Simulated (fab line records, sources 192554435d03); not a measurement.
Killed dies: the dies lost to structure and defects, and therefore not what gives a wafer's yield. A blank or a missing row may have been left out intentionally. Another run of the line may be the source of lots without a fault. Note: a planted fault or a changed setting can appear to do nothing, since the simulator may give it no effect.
fab line records	flow n5_finfet
record: lots: 24	wafers: 72	last_day: 17
route steps=1938 shown BEOL_M0_SAQP@632
lots with no fault: from the same line, run without faults
start_h: hours from the record's first day to the start of the lot's first wafer shown	wait_h: hours since the lot's step before	" unchanged from the row above	L1.1+2: several wafers, shown together as one row	- either no value or no given start	* or withheld: withheld	< > ~ a bound
route shown NAME@n: a module of which the file shows steps, and the number in the route of the first	usual: mean/standard deviation taken from wafers without a fault	same: alike in all rows	chamber/n: place in a boat	sites: the reading at each site	_std_site: standard deviation of those values	_edge_site: the outer-site mean with the inner-site mean subtracted	radius_mm: how far each site lies from the wafer's centre	mask NAME#n: copy n	behind: tool/chamber where the wafer was last shaped	hold: reason for holding the lot/hours on hold/outcome of the hold	device: the transistor (n, p or np) that didn't switch	end of line: the route-end tests of the same wafers	a step given without rows: its recipe and nothing more	killed: dies that structure and defects cost at the first sort, which is not the same as the wafer's yield	map: dies across one wafer; x = killed, . = not, _ = none there
set.NAME: the setting the step ran with; set.NAME@STEP: the setting that earlier step ran with	model.NAME: the simulator's own value behind a step, which no gauge read
route steps across a sampled set of lots; one table per step, one row per wafer
services: a tool's chamber out of use, with start hour (start_h, from the record's first day; less than 0 if before it), hours out, and reason
== steps ==
step: N5_BEOL_M0_SAQP_PECVD_00
recipe: material: SiCN	target_thk_a: 80	temp_c: withheld	precursor: 3MS/NH3	pressure_torr: 3	rf_w: 202	time_s: 14
usual: chamber_pressure_Torr: 3.000/0.0067	showerhead_plenum_p_Torr: 3.659/0.014	throttle_valve_pct: 9.5/0.61
lot.wafer	tool	chamber	start_h	wait_h	chamber_pressure_Torr	showerhead_plenum_p_Torr	throttle_valve_pct
L074.1	pecvd-04	2	105.51	0.2	3.003	3.639	8.9
L074.2	"	1	"	"	2.989	3.660	10.1
L074.4	"	2	"	"	2.998	3.645	9.1
L075.3	pecvd-02	0	118.75	0.1	2.991	3.653	9.9
L075.4	"	1	"	"	3.002	3.662	9.2
L075.6	"	2	"	"	3.009	3.647	9.0
L076.1	pecvd-04	1	121.75	0.2	3.003	3.658	9.9
L076.2	"	0	"	"	3.013	3.652	9.5
L076.4	"	1	"	"	3.004	3.659	10.0
L077.1	pecvd-04	1	125.17	0.2	2.996	3.651	10.2
L077.2	"	2	"	"	3.002	3.642	8.7
L077.5	"	2	"	"	3.002	3.641	8.8
L078.2	pecvd-01	2	128.17	0.2	2.996	3.666	9.3
L078.3	"	1	"	"	2.999	3.689	10.4
L078.5	"	0	"	"	3.004	3.664	8.9
L079.1	pecvd-02	2	134.07	0.2	3.017	3.646	8.5
L079.2	"	1	"	"	2.997	3.662	9.2
L079.6	"	2	"	"	3.004	3.647	8.8
L080.1	pecvd-04	1	144.42	0.2	3.008	3.650	9.9
L080.2	"	0	"	"	2.997	3.666	9.6
L080.4	"	0	"	"	3.009	3.657	9.7
L081.2	pecvd-04	2	147.41	0.2	3.008	3.646	8.9
L081.3	"	1	"	"	3.012	3.657	10.1
L081.6	"	0	"	"	2.997	3.657	9.6
L082.1	pecvd-04	0	154.53	0.2	2.998	3.665	9.7
L082.2	"	2	"	"	3.002	3.648	9.0
L082.6	"	2	"	"	2.989	3.645	8.9
L083.1	pecvd-04	2	157.53	0.2	2.992	3.637	8.8
L083.2	"	0	"	"	3.001	3.661	9.4
L083.5	"	1	"	"	2.999	3.661	10.2
L084.2	pecvd-01	0	167.03	0.2	2.993	3.648	8.8
L084.4	"	2	"	"	3.002	3.677	9.3
L084.5	"	0	"	"	2.996	3.642	8.8
L085.1	pecvd-04	0	175.53	0.2	3.008	3.666	9.0
L085.3	"	2	"	"	3.003	3.655	8.8
L085.5	"	0	"	"	3.011	3.664	9.4
L086.1	pecvd-04	0	179.87	0.2	2.997	3.668	9.7
L086.4	"	2	"	"	3.006	3.647	8.8
L086.5	"	0	"	"	3.008	3.668	9.3
L087.1	pecvd-02	0	183.01	0.2	3.007	3.651	9.9
L087.4	"	1	"	"	2.998	3.667	9.4
L087.5	"	0	"	"	2.998	3.638	9.7
L088.1	pecvd-04	2	190.99	0.2	3.003	3.654	8.9
L088.3	"	0	"	"	3.004	3.654	9.6
L088.6	"	1	"	"	3.006	3.653	10.0
L089.3	pecvd-04	1	200.83	0.1	3.006	3.659	10.4
L089.4	"	2	"	"	3.007	3.645	8.7
L089.6	"	1	"	"	3.009	3.663	10.0
L090.4	pecvd-04	2	203.85	0.1	2.997	3.645	8.8
L090.5	"	2	"	"	3.011	3.635	8.8
L090.6	"	1	"	"	2.998	3.664	10.3
L091.2	pecvd-01	1	207.52	0.2	2.999	3.694	10.6
L091.3	"	1	"	"	3.000	3.695	10.6
L091.5	"	1	"	"	2.988	3.687	10.3
L092.2	pecvd-01	0	212.57	0.2	3.000	3.649	9.1
L092.4	"	0	"	"	2.986	3.646	8.9
L092.5	"	1	"	"	3.007	3.688	10.4
L093.1	pecvd-02	2	220.61	0.2	3.011	3.660	8.8
L093.5	"	1	"	"	2.994	3.664	9.0
L093.6	"	0	"	"	3.008	3.653	9.6
L094.2	pecvd-01	0	231.83	0.2	2.990	3.646	8.9
L094.4	"	2	"	"	3.003	3.671	9.1
L094.6	"	0	"	"	3.007	3.642	9.0
L095.1	pecvd-04	2	234.83	0.2	2.999	3.644	8.8
L095.3	"	0	"	"	2.994	3.666	9.8
L095.5	"	1	"	"	3.002	3.655	10.1
L096.2	pecvd-01	1	237.94	0.2	2.997	3.692	10.6
L096.4	"	1	"	"	2.985	3.693	10.5
L096.6	"	0	"	"	2.995	3.644	8.9
L097.2	pecvd-04	1	245.64	0.2	3.010	3.651	10.0
L097.3	"	0	"	"	2.996	3.665	9.3
L097.4	"	2	"	"	2.999	3.640	8.9
step: N5_BEOL_M0_SAQP_ILD_DEP_01
recipe: material: SiOC	target_thk_a: 454.19	temp_c: 350	precursor: DEMS/O2	pressure_torr: 5	rf_w: 500	time_s: 8.7
usual: chamber_pressure_Torr: 5.001/0.01	heater_power_w: 456/67	showerhead_plenum_p_Torr: 5.688/0.016	throttle_valve_pct: 12.5/0.82
lot.wafer	tool	chamber	start_h	wait_h	chamber_pressure_Torr	heater_power_w	showerhead_plenum_p_Torr	throttle_valve_pct
L074.1	pecvd-04	2	105.53	0.0	5.011	399	5.686	11.7
L074.2	"	1	"	"	4.990	497	5.691	13.0
L074.4	"	2	"	"	5.002	404	5.670	11.5
L075.3	pecvd-02	0	118.77	0.0	5.010	518	5.698	13.2
L075.4	"	1	"	"	5.011	445	5.693	12.1
L075.6	"	2	"	"	5.004	521	5.670	11.7
L076.1	pecvd-04	1	121.78	0.0	5.008	414	5.696	13.6
L076.2	"	0	"	"	4.994	457	5.709	12.5
L076.4	"	1	"	"	5.001	426	5.675	13.4
L077.1	pecvd-04	1	125.20	0.0	5.014	489	5.697	13.4
L077.2	"	2	"	"	4.999	441	5.678	11.6
L077.5	"	2	"	"	4.990	456	5.667	11.5
L078.2	pecvd-01	2	128.20	0.0	5.001	406	5.709	12.6
L078.3	"	1	"	"	5.003	563	5.712	13.6
L078.5	"	0	"	"	4.995	369	5.686	11.4
L079.1	pecvd-02	2	134.10	0.0	4.989	571	5.671	11.6
L079.2	"	1	"	"	5.000	516	5.699	12.1
L079.6	"	2	"	"	5.007	577	5.691	11.4
L080.1	pecvd-04	1	144.45	0.0	5.001	487	5.692	13.4
L080.2	"	0	"	"	4.992	457	5.684	12.6
L080.4	"	0	"	"	4.994	351	5.687	12.5
L081.2	pecvd-04	2	147.44	0.0	4.993	388	5.693	11.6
L081.3	"	1	"	"	4.999	464	5.673	13.3
L081.6	"	0	"	"	5.009	428	5.707	12.6
L082.1	pecvd-04	0	154.56	0.0	5.002	396	5.701	12.5
L082.2	"	2	"	"	4.989	383	5.681	11.5
L082.6	"	2	"	"	4.986	386	5.675	11.4
L083.1	pecvd-04	2	157.56	0.0	5.005	438	5.671	11.9
L083.2	"	0	"	"	5.005	436	5.690	12.4
L083.5	"	1	"	"	5.008	494	5.694	13.3
L084.2	pecvd-01	0	167.06	0.0	4.988	360	5.663	11.6
L084.4	"	2	"	"	5.005	465	5.684	12.2
L084.5	"	0	"	"	5.007	374	5.671	11.7
L085.1	pecvd-04	0	175.55	0.0	5.014	430	5.683	12.1
L085.3	"	2	"	"	4.998	430	5.670	11.6
L085.5	"	0	"	"	5.016	442	5.680	12.4
L086.1	pecvd-04	0	179.90	0.0	4.998	365	5.692	12.4
L086.4	"	2	"	"	4.988	412	5.666	11.6
L086.5	"	0	"	"	4.985	364	5.699	12.4
L087.1	pecvd-02	0	183.04	0.0	5.004	552	5.675	12.9
L087.4	"	1	"	"	5.021	514	5.688	12.0
L087.5	"	0	"	"	5.001	570	5.690	12.9
L088.1	pecvd-04	2	191.01	0.0	4.983	409	5.674	11.6
L088.3	"	0	"	"	5.002	453	5.690	12.7
L088.6	"	1	"	"	4.994	460	5.681	13.4
L089.3	pecvd-04	1	200.88	0.0	4.991	448	5.675	13.5
L089.4	"	2	"	"	5.001	433	5.680	11.5
L089.6	"	1	"	"	5.012	450	5.690	13.2
L090.4	pecvd-04	2	203.89	0.0	5.006	399	5.662	11.6
L090.5	"	2	"	"	5.001	405	5.667	11.6
L090.6	"	1	"	"	4.990	516	5.679	13.1
L091.2	pecvd-01	1	207.56	0.0	4.995	540	5.738	13.9
L091.3	"	1	"	"	4.999	532	5.718	14.1
L091.5	"	1	"	"	4.991	525	5.712	14.2
L092.2	pecvd-01	0	212.61	0.0	4.988	340	5.665	11.9
L092.4	"	0	"	"	5.020	346	5.668	11.7
L092.5	"	1	"	"	5.008	576	5.717	14.0
L093.1	pecvd-02	2	220.63	0.0	4.998	603	5.671	11.6
L093.5	"	1	"	"	5.008	500	5.702	12.3
L093.6	"	0	"	"	4.998	575	5.676	13.0
L094.2	pecvd-01	0	231.86	0.0	4.990	349	5.670	11.6
L094.4	"	2	"	"	4.980	429	5.708	11.9
L094.6	"	0	"	"	4.994	356	5.680	11.9
L095.1	pecvd-04	2	234.86	0.0	5.013	430	5.667	11.6
L095.3	"	0	"	"	4.980	428	5.695	12.4
L095.5	"	1	"	"	4.994	448	5.682	13.4
L097.2	pecvd-04	1	245.67	0.0	5.008	429	5.684	13.3
L097.3	"	0	"	"	4.994	399	5.700	12.5
L097.4	"	2	"	"	4.995	420	5.677	11.7
L096.2	pecvd-01	1	247.52	9.6	5.011	487	5.703	14.0
L096.4	"	1	"	"	5.007	488	5.720	14.1
L096.6	"	0	"	"	5.050	385	5.684	11.9
step: N5_BEOL_M0_SAQP_PECVD_03
recipe: material: SiCN	target_thk_a: 120	temp_c: withheld	precursor: 3MS/NH3	pressure_torr: 3	rf_w: 202	time_s: 21.1
usual: chamber_pressure_Torr: 3.000/0.0066	showerhead_plenum_p_Torr: 3.661/0.016	throttle_valve_pct: 9.5/0.66
lot.wafer	tool	chamber	start_h	wait_h	chamber_pressure_Torr	showerhead_plenum_p_Torr	throttle_valve_pct
L074.1	pecvd-04	0	105.81	0.1	3.005	3.671	9.3
L074.2	"	1	"	"	3.004	3.660	10.0
L074.4	"	1	"	"	2.995	3.661	9.9
L075.3	pecvd-02	2	120.05	0.1	2.994	3.666	8.6
L075.4	"	0	"	"	2.997	3.667	9.8
L075.6	"	1	"	"	2.997	3.660	9.3
L076.1	pecvd-01	1	123.08	0.1	2.998	3.684	10.6
L076.2	"	2	"	"	3.007	3.668	9.5
L076.4	"	0	"	"	2.991	3.637	8.8
L077.1	pecvd-04	1	127.09	0.1	2.996	3.654	10.0
L077.2	"	0	"	"	3.014	3.666	9.1
L077.5	"	0	"	"	3.005	3.674	9.8
L078.2	pecvd-01	1	128.69	0.1	3.008	3.699	10.6
L078.3	"	2	"	"	3.009	3.663	9.2
L078.5	"	0	"	"	3.010	3.638	8.9
L079.1	pecvd-04	0	135.11	0.1	2.992	3.664	9.4
L079.2	"	2	"	"	2.990	3.643	8.8
L079.6	"	1	"	"	3.009	3.655	10.1
L080.1	pecvd-01	2	144.76	0.1	2.994	3.660	9.3
L080.2	"	1	"	"	2.996	3.683	10.6
L080.4	"	0	"	"	2.998	3.647	8.7
L081.2	pecvd-04	2	148.08	0.1	3.011	3.644	8.7
L081.3	"	0	"	"	3.000	3.660	9.7
L081.6	"	1	"	"	3.004	3.661	10.4
L082.1	pecvd-04	0	155.94	0.1	3.009	3.662	9.5
L082.2	"	2	"	"	2.996	3.643	8.7
L082.6	"	0	"	"	3.012	3.665	9.5
L083.1	pecvd-01	0	159.89	0.1	2.998	3.658	8.8
L083.2	"	2	"	"	3.005	3.669	9.2
L083.5	"	2	"	"	2.999	3.672	9.3
L084.2	pecvd-04	2	169.17	0.1	3.007	3.652	8.8
L084.4	"	0	"	"	3.016	3.662	9.5
L084.5	"	2	"	"	2.999	3.640	8.8
L085.1	pecvd-01	2	176.93	0.1	2.998	3.683	9.3
L085.3	"	1	"	"	2.992	3.696	10.6
L085.5	"	0	"	"	3.006	3.641	9.0
L086.1	pecvd-04	0	180.21	0.1	2.990	3.673	9.4
L086.4	"	2	"	"	3.003	3.640	8.9
L086.5	"	0	"	"	3.011	3.666	9.6
L087.1	pecvd-04	2	184.06	0.1	3.007	3.652	8.9
L087.4	"	1	"	"	2.991	3.662	10.0
L087.5	"	2	"	"	2.996	3.639	8.8
L088.1	pecvd-04	1	192.02	0.1	3.000	3.652	10.4
L088.3	"	0	"	"	2.995	3.663	9.3
L088.6	"	1	"	"	2.991	3.658	10.1
L089.3	pecvd-01	1	201.05	0.1	3.016	3.689	10.7
L089.4	"	1	"	"	2.994	3.685	10.7
L089.6	"	0	"	"	3.001	3.645	9.0
L090.4	pecvd-01	0	204.61	0.1	2.999	3.657	9.0
L090.5	"	0	"	"	2.997	3.644	9.0
L090.6	"	1	"	"	3.001	3.691	10.3
L091.2	pecvd-01	0	207.90	0.1	3.001	3.653	9.0
L091.3	"	0	"	"	3.005	3.646	9.1
L091.5	"	1	"	"	3.003	3.676	10.5
L092.2	pecvd-02	2	213.23	0.1	3.000	3.662	8.8
L092.4	"	1	"	"	3.000	3.662	9.5
L092.5	"	2	"	"	3.004	3.655	8.7
L093.1	pecvd-01	0	220.83	0.1	2.994	3.641	9.0
L093.5	"	1	"	"	3.001	3.695	10.5
L093.6	"	0	"	"	2.988	3.653	8.9
L094.2	pecvd-04	2	234.22	0.1	3.005	3.649	9.1
L094.4	"	1	"	"	2.988	3.655	10.0
L094.6	"	2	"	"	3.007	3.647	8.7
L095.1	pecvd-04	2	235.22	0.1	2.997	3.648	8.8
L095.3	"	0	"	"	2.994	3.673	9.4
L095.5	"	2	"	"	3.004	3.644	8.8
L097.2	pecvd-04	2	247.32	0.1	3.005	3.649	8.9
L097.3	"	0	"	"	2.993	3.655	9.3
L097.4	"	0	"	"	2.997	3.656	9.7
L096.2	pecvd-01	0	248.14	0.1	2.998	3.643	8.9
L096.4	"	1	"	"	3.004	3.686	10.8
L096.6	"	0	"	"	3.002	3.639	9.0
step: N5_BEOL_M0_SAQP_HM_DEP_111
recipe: material: SiO2	target_thk_a: 120	temp_c: 400	precursor: SiH4/N2O	pressure_torr: 0.75	rf_w: 275	time_s: 7.2
usual: chamber_pressure_Torr: 0.7496/0.0018	heater_power_w: 786/100	showerhead_plenum_p_Torr: 8.12/0.15
lot.wafer	tool	chamber	start_h	wait_h	chamber_pressure_Torr	heater_power_w	showerhead_plenum_p_Torr
L074.1	pecvd-02	0	106.06	0.0	0.7506	909	8.05
L074.2	"	2	"	"	0.7493	877	8.02
L074.4	"	2	"	"	0.7516	925	8.05
L075.3	pecvd-01	0	120.30	0.0	0.7504	550	7.94
L075.4	"	2	"	"	0.7461	733	8.17
L075.6	"	0	"	"	0.7469	569	7.92
L076.1	pecvd-01	0	123.33	0.0	0.7498	593	7.95
L076.2	"	2	"	"	0.7492	728	8.17
L076.4	"	1	"	"	0.7499	819	8.42
L077.1	pecvd-02	2	127.34	0.0	0.7473	858	8.02
L077.2	"	0	"	"	0.7461	901	8.09
L077.5	"	2	"	"	0.7484	845	8.04
L078.2	pecvd-04	0	128.94	0.0	0.7482	722	8.12
L078.3	"	1	"	"	0.7508	810	8.05
L078.5	"	2	"	"	0.7462	755	7.94
L079.1	pecvd-02	1	135.36	0.0	0.7486	763	8.14
L079.2	"	0	"	"	0.7499	913	8.09
L079.6	"	0	"	"	0.7514	918	8.07
L080.1	pecvd-04	1	145.01	0.0	0.7498	782	8.05
L080.2	"	0	"	"	0.7518	656	8.12
L080.4	"	1	"	"	0.7499	770	8.06
L081.2	pecvd-01	1	148.33	0.0	0.7501	870	8.43
L081.3	"	2	"	"	0.7494	653	8.17
L081.6	"	2	"	"	0.7483	652	8.17
L082.1	pecvd-01	2	156.18	0.0	0.7517	697	8.18
L082.2	"	1	"	"	0.7502	840	8.43
L082.6	"	0	"	"	0.7499	561	7.96
L083.1	pecvd-02	1	160.13	0.0	0.7502	824	8.15
L083.2	"	0	"	"	0.7465	809	8.05
L083.5	"	1	"	"	0.7489	813	8.15
L084.2	pecvd-02	1	169.43	0.0	0.7501	863	8.13
L084.4	"	0	"	"	0.7497	756	8.05
L084.5	"	1	"	"	0.7491	862	8.15
L085.1	pecvd-02	0	177.18	0.0	0.7490	861	8.06
L085.3	"	2	"	"	0.7507	953	8.03
L085.5	"	1	"	"	0.7506	868	8.15
L086.1	pecvd-01	2	180.46	0.0	0.7471	743	8.16
L086.4	"	2	"	"	0.7478	722	8.17
L086.5	"	0	"	"	0.7493	645	7.94
L087.1	pecvd-02	2	184.31	0.0	0.7456	851	8.04
L087.4	"	0	"	"	0.7511	892	8.08
L087.5	"	1	"	"	0.7490	849	8.17
L088.1	pecvd-01	0	192.28	0.0	0.7489	581	7.94
L088.3	"	2	"	"	0.7515	734	8.12
L088.6	"	1	"	"	0.7499	901	8.44
L089.3	pecvd-01	0	201.30	0.0	0.7519	617	7.93
L089.4	"	1	"	"	0.7491	856	8.42
L089.6	"	2	"	"	0.7488	627	8.17
L090.4	pecvd-04	1	204.96	0.1	0.7528	793	8.06
L090.5	"	1	"	"	0.7513	824	8.05
L090.6	"	2	"	"	0.7515	747	7.92
L091.2	pecvd-02	2	208.24	0.0	0.7517	841	8.04
L091.3	"	0	"	"	0.7512	771	8.08
L091.5	"	1	"	"	0.7491	739	8.14
L092.2	pecvd-01	0	213.48	0.0	0.7480	622	7.93
L092.4	"	1	"	"	0.7500	765	8.42
L092.5	"	0	"	"	0.7477	608	7.91
L093.1	pecvd-02	2	221.16	0.0	0.7507	927	8.04
L093.5	"	2	"	"	0.7469	928	8.04
L093.6	"	0	"	"	0.7491	891	8.07
L094.2	pecvd-02	1	234.47	0.0	0.7476	792	8.17
L094.4	"	0	"	"	0.7488	870	8.06
L094.6	"	1	"	"	0.7506	791	8.15
L095.1	pecvd-02	0	235.47	0.0	0.7500	901	8.05
L095.3	"	1	"	"	0.7477	860	8.15
L095.5	"	1	"	"	0.7487	854	8.12
L097.2	pecvd-04	0	247.57	0.0	0.7482	701	8.13
L097.3	"	1	"	"	0.7515	789	8.05
L097.4	"	1	"	"	0.7509	753	8.08
L096.2	pecvd-01	0	248.39	0.0	0.7459	568	7.91
L096.4	"	0	"	"	0.7512	559	7.95
L096.6	"	2	"	"	0.7499	762	8.12
step: N5_BEOL_M0_SAQP_CD_MEAS_14
recipe: target_cd_nm: 42.5	landing_energy_ev: 500	detector: se_inlens
usual: cd_nm: 42.4/0.43
same: landing_energy_ev: 500
lot.wafer	tool	chamber	start_h	wait_h	cd_nm
L074.1	cd_sem-03	0	106.50	-	42.2
L074.2	"	0	"	"	42.6
L074.4	"	0	"	"	41.9
L075.3	cd_sem-02	0	120.74	-	41.8
L075.4	"	0	"	"	42.3
L075.6	"	0	"	"	42.3
L076.1	cd_sem-01	0	123.77	-	42.3
L076.2	"	0	"	"	42.8
L076.4	"	0	"	"	41.7
L077.1	cd_sem-03	0	127.78	-	43.0
L077.2	"	0	"	"	43.5
L077.5	"	0	"	"	42.9
L078.2	cd_sem-02	0	129.38	-	42.5
L078.3	"	0	"	"	42.6
L078.5	"	0	"	"	42.3
L079.1	cd_sem-03	0	135.80	-	42.6
L079.2	"	0	"	"	42.1
L079.6	"	0	"	"	42.4
L080.1	cd_sem-02	0	145.45	-	41.5
L080.2	"	0	"	"	42.2
L080.4	"	0	"	"	42.0
L081.2	cd_sem-03	0	148.80	-	42.5
L081.3	"	0	"	"	42.9
L081.6	"	0	"	"	43.0
L082.1	cd_sem-03	0	156.63	-	43.3
L082.2	"	0	"	"	43.6
L082.6	"	0	"	"	42.7
L083.1	cd_sem-02	0	160.45	-	42.1
L083.2	"	0	"	"	42.1
L083.5	"	0	"	"	42.2
L084.2	cd_sem-03	0	169.75	-	41.6
L084.4	"	0	"	"	42.3
L084.5	"	0	"	"	42.5
L085.1	cd_sem-02	0	177.63	-	42.4
L085.3	"	0	"	"	42.9
L085.5	"	0	"	"	43.0
L086.1	cd_sem-02	0	180.78	-	42.4
L086.4	"	0	"	"	42.0
L086.5	"	0	"	"	42.2
L087.1	cd_sem-03	0	184.63	-	42.4
L087.4	"	0	"	"	43.0
L087.5	"	0	"	"	42.0
L088.1	cd_sem-02	0	192.73	-	42.6
L088.3	"	0	"	"	42.3
L088.6	"	0	"	"	42.4
L089.3	cd_sem-02	0	201.75	-	42.5
L089.4	"	0	"	"	42.8
L089.6	"	0	"	"	42.8
L090.4	cd_sem-01	0	205.41	-	42.4
L090.5	"	0	"	"	41.9
L090.6	"	0	"	"	42.4
L091.2	cd_sem-01	0	208.69	-	41.7
L091.3	"	0	"	"	41.6
L091.5	"	0	"	"	42.6
L092.2	cd_sem-03	0	213.82	-	43.1
L092.4	"	0	"	"	43.1
L092.5	"	0	"	"	42.6
L093.1	cd_sem-02	0	221.61	-	42.9
L093.5	"	0	"	"	42.9
L093.6	"	0	"	"	42.2
L094.2	cd_sem-03	0	234.92	-	42.3
L094.4	"	0	"	"	42.9
L094.6	"	0	"	"	42.4
L095.1	cd_sem-03	0	235.79	-	42.6
L095.3	"	0	"	"	42.1
L095.5	"	0	"	"	42.5
L097.2	cd_sem-03	0	248.01	-	42.2
L097.3	"	0	"	"	42.3
L097.4	"	0	"	"	42.2
L096.2	cd_sem-02	0	248.83	-	42.5
L096.4	"	0	"	"	42.7
L096.6	"	0	"	"	41.5
step: N5_BEOL_M0_SAQP_ETCH_106
recipe: chemistry: N2/H2	target: SOC	target_depth_a: 1500	stop_on: SiNx	ion_energy_ev: 100	bias_w: 61	pressure_mtorr: 30	source_w: 850	n2_flow_sccm: 200	h2_flow_sccm: 200
usual: drypump_motor_current_A: 5.5/0.42	n2_flow_sccm: 200.1/0.58	oes_product_au: 0.78/0.072	rf_vpp_V: 240.6/1.6	showerhead_plenum_p_Torr: 2.54/0.12	throttle_valve_pct: 17.68/0.21
lot.wafer	tool	chamber	start_h	wait_h	drypump_motor_current_A	n2_flow_sccm	oes_product_au	rf_hours_counter_h	rf_vpp_V	showerhead_plenum_p_Torr	throttle_valve_pct
L074.1	rie_diel-05	1	109.08	-	5.9	200.5	0.93	17	240.9	2.62	18.01
L074.2	"	2	"	"	5.1	200.7	0.86	46	243.7	2.71	17.67
L074.4	"	0	"	"	6.1	200.0	0.86	48	241.2	2.60	17.66
L075.3	rie_diel-06	2	124.90	-	5.4	200.1	0.83	73	242.2	2.68	17.65
L075.4	"	2	"	"	5.4	200.2	0.83	-	240.9	2.68	17.63
L075.6	"	1	"	"	4.7	200.0	0.69	-	240.5	2.50	17.75
L076.1	rie_diel-02	1	126.20	-	6.0	199.2	0.78	128	238.5	2.43	17.40
L076.2	"	2	"	"	5.9	200.6	0.73	183	240.6	2.52	17.87
L076.4	"	0	"	"	5.0	200.0	0.76	152	240.7	2.52	17.61
L077.1	rie_diel-06	2	130.55	-	5.4	200.2	0.82	75	243.4	2.68	17.66
L077.2	"	1	"	"	4.7	199.5	0.68	218	239.7	2.50	17.76
L077.5	"	3	"	"	5.9	201.7	0.80	-	237.1	2.34	17.37
L078.2	rie_diel-02	2	132.43	-	5.9	200.9	0.72	185	240.5	2.52	17.88
L078.3	"	3	"	"	5.5	199.7	0.73	136	241.1	2.67	18.00
L078.5	"	0	"	"	5.0	199.9	0.75	-	241.6	2.52	17.63
L079.1	rie_diel-05	1	138.39	-	5.9	198.8	0.91	26	242.0	2.62	18.03
L079.2	"	3	"	"	5.2	199.5	0.85	34	240.9	2.62	17.88
L079.6	"	1	"	"	5.9	200.2	0.90	-	241.4	2.62	18.04
L080.1	rie_diel-06	0	148.07	-	5.7	200.1	0.95	5	241.5	2.60	17.46
L080.2	"	1	"	"	4.7	200.3	0.67	224	242.9	2.50	17.75
L080.4	"	2	"	"	5.4	199.6	0.82	81	241.7	2.68	17.64
L081.2	rie_diel-06	2	152.16	-	5.4	199.7	0.82	83	242.1	2.68	17.65
L081.3	"	1	"	"	4.7	199.7	0.67	226	239.7	2.49	17.77
L081.6	"	0	"	"	5.7	200.3	0.95	-	241.1	2.60	17.47
L082.1	rie_diel-02	1	158.99	-	6.1	199.9	0.78	139	238.0	2.43	17.42
L082.2	"	2	"	"	5.9	200.3	0.72	195	241.4	2.51	17.89
L082.6	"	3	"	"	5.5	199.7	0.74	-	242.3	2.67	18.02
L083.1	rie_diel-06	2	164.67	-	5.4	198.7	0.81	87	242.1	2.68	17.65
L083.2	"	1	"	"	4.7	199.1	0.68	229	238.8	2.49	17.76
L083.5	"	0	"	"	5.7	200.5	0.95	-	241.3	2.60	17.49
L084.2	rie_diel-02	3	172.22	-	5.5	200.4	0.74	147	241.9	2.66	18.02
L084.4	"	1	"	"	6.0	200.5	0.77	144	239.5	2.42	17.44
L084.5	"	1	"	"	6.0	200.4	0.77	-	240.3	2.42	17.44
L085.1	rie_diel-02	0	180.67	-	5.0	199.9	0.73	171	240.9	2.51	17.63
L085.3	"	3	"	"	5.5	200.6	0.73	150	241.9	2.66	18.01
L085.5	"	3	"	"	5.5	200.7	0.73	-	242.3	2.66	18.04
L086.1	rie_diel-02	3	183.14	-	5.5	200.1	0.73	151	242.7	2.66	18.03
L086.4	"	0	"	"	5.1	199.7	0.74	172	240.0	2.51	17.64
L086.5	"	2	"	"	5.9	200.8	0.71	-	241.2	2.51	17.89
L087.1	rie_diel-06	0	188.28	-	5.7	201.1	0.93	17	242.5	2.60	17.50
L087.4	"	3	"	"	5.9	200.1	0.78	142	238.5	2.33	17.42
L087.5	"	2	"	"	5.4	199.8	0.80	-	242.4	2.67	17.68
L088.1	rie_diel-02	0	195.37	-	5.0	200.2	0.73	175	240.4	2.51	17.67
L088.3	"	1	"	"	6.0	200.0	0.76	151	238.6	2.42	17.44
L088.6	"	0	"	"	5.0	199.9	0.73	-	239.8	2.51	17.65
L089.3	rie_diel-02	2	204.32	-	5.9	199.9	0.70	207	239.8	2.51	17.91
L089.4	"	3	"	"	5.5	200.7	0.73	156	242.2	2.66	18.05
L089.6	"	3	"	"	5.5	199.6	0.73	-	241.7	2.66	18.02
L090.4	rie_diel-06	2	208.31	-	5.4	199.7	0.80	99	241.1	2.67	17.67
L090.5	"	3	"	"	5.9	199.8	0.78	-	238.0	2.33	17.42
L090.6	"	0	"	"	5.7	199.9	0.91	-	242.3	2.60	17.49
L091.2	rie_diel-05	1	211.32	-	5.9	200.4	0.87	48	242.8	2.61	18.07
L091.3	"	3	"	"	5.2	200.6	0.82	55	240.4	2.61	17.90
L091.5	"	3	"	"	5.2	199.6	0.82	-	240.9	2.61	17.92
L092.2	rie_diel-06	1	216.20	-	4.7	200.8	0.66	243	240.6	2.49	17.79
L092.4	"	0	"	"	5.6	201.2	0.91	25	240.4	2.60	17.50
L092.5	"	1	"	"	4.7	200.8	0.66	-	239.8	2.49	17.79
L093.1	rie_diel-06	3	224.15	-	5.9	200.3	0.76	153	238.1	2.32	17.42
L093.5	"	2	"	"	5.4	199.7	0.79	-	244.2	2.67	17.70
L093.6	"	1	"	"	4.7	200.3	0.66	-	239.8	2.49	17.82
L094.2	rie_diel-06	2	237.85	-	5.4	200.2	0.79	108	240.7	2.67	17.70
L094.4	"	3	"	"	5.9	199.6	0.77	-	237.9	2.32	17.42
L094.6	"	0	"	"	5.7	199.4	0.90	-	241.3	2.59	17.52
L095.1	rie_diel-02	3	238.17	-	5.5	200.3	0.73	166	242.4	2.66	18.06
L095.3	"	0	"	"	5.1	199.8	0.72	187	241.1	2.51	17.68
L095.5	"	1	"	"	6.0	200.3	0.75	-	239.0	2.41	17.48
L097.2	rie_diel-06	0	250.61	-	5.7	200.8	0.89	36	241.2	2.59	17.54
L097.3	"	2	"	"	5.4	201.1	0.78	113	240.8	2.66	17.71
L097.4	"	2	"	"	5.4	199.9	0.78	-	242.1	2.66	17.71
L096.2	rie_diel-06	3	251.19	-	5.9	199.8	0.77	162	238.5	2.32	17.43
L096.4	"	2	"	"	5.4	199.7	0.79	-	242.4	2.66	17.71
L096.6	"	0	"	"	5.7	200.8	0.88	-	241.3	2.59	17.53
== services ==
tool	chamber	start_h	hours	kind
pecvd-04	1	84.19	-	calibration
pecvd-04	-	98.89	2.7	repair
rie_diel-06	0	110.30	-	clean
rie_diel-06	0	110.30	-	consumable_replace:focus_ring
rie_diel-06	0	110.30	20.4	scheduled_down
rie_diel-06	0	110.30	20.4	vent_cycle
pecvd-04	2	118.86	5.5	scheduled_down
pecvd-02	-	130.66	0.8	repair
rie_diel-02	3	135.96	8.7	repair
pecvd-01	0	148.23	5.5	scheduled_down
pecvd-02	1	160.51	5.0	scheduled_down
pecvd-01	2	193.53	5.5	scheduled_down
pecvd-04	0	198.77	11.6	repair
pecvd-01	2	202.38	-	clean
pecvd-01	2	202.38	-	consumable_replace:showerhead
pecvd-01	2	202.38	29.0	scheduled_down
pecvd-01	2	202.38	29.0	vent_cycle
rie_diel-05	2	208.68	3.8	repair
pecvd-02	-	212.28	0.4	repair
pecvd-02	0	214.62	2.1	scheduled_down
rie_diel-05	0	221.63	2.8	repair
rie_diel-06	1	237.52	-	clean
pecvd-02	2	241.55	5.5	scheduled_down
pecvd-02	-	245.19	5.5	pm
== key ==
fault none
